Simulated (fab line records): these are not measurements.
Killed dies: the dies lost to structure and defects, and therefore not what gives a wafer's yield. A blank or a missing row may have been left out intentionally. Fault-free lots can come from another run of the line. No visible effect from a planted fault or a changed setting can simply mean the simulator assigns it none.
Chamber matching	flow n5-finfet	N5_BEOL_M2_ILD_DEP_00 on pecvd-03 has 3 sister chambers
The step deposits SiOC from DEMS/O2, target thk 79 nm, time 15.3 s. 6 wafers are shown with their chamber, then 9 later ones without.

== WAFERS, EACH WITH ITS CHAMBER ==
wafer	chamber	throttle-valve-pct (%)	heater-power-outer-w (W)
L080.4	1	12.0	413
L082.4	2	10.8	326
L082.6	1	11.6	425
L084.2	2	10.9	337
L084.3	0	12.6	257
L084.6	0	12.4	259

== WAFERS WITH NO CHAMBER GIVEN ==
wafer	throttle-valve-pct (%)	heater-power-outer-w (W)
L089.1	10.9	292
L089.2	12.0	383
L089.6	11.3	299
L096.3	11.2	300
L096.4	11.0	297
L096.5	12.5	305
L095.3	11.7	354
L095.5	12.4	287
L095.6	11.1	336

== CHAMBER TAKEN BY EACH ==
wafer	from the rows above	in truth
L089.1	2	2
L089.2	1	1
L089.6	2	2
L096.3	2	2
L096.4	2	2
L096.5	0	0
L095.3	2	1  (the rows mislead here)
L095.5	0	0
L095.6	2	2
8 of 9 placed correctly. Not placeable from these rows: 0. 1 placed wrongly.
How it was worked out, from the rows above alone: a wafer's distance from a chamber is the root of the sum, over the readings, of the square of ((its reading less the chamber's mean) divided by the reading's scatter). If the next closest chamber is less than 2 further off than the closest, the wafer can't be placed; otherwise it belongs to the closest. A chamber's mean is the mean of its shown wafers. The scatter: the root of (the sum of the squares of (reading less its chamber's mean) over the shown wafers, divided by (wafers less chambers)).
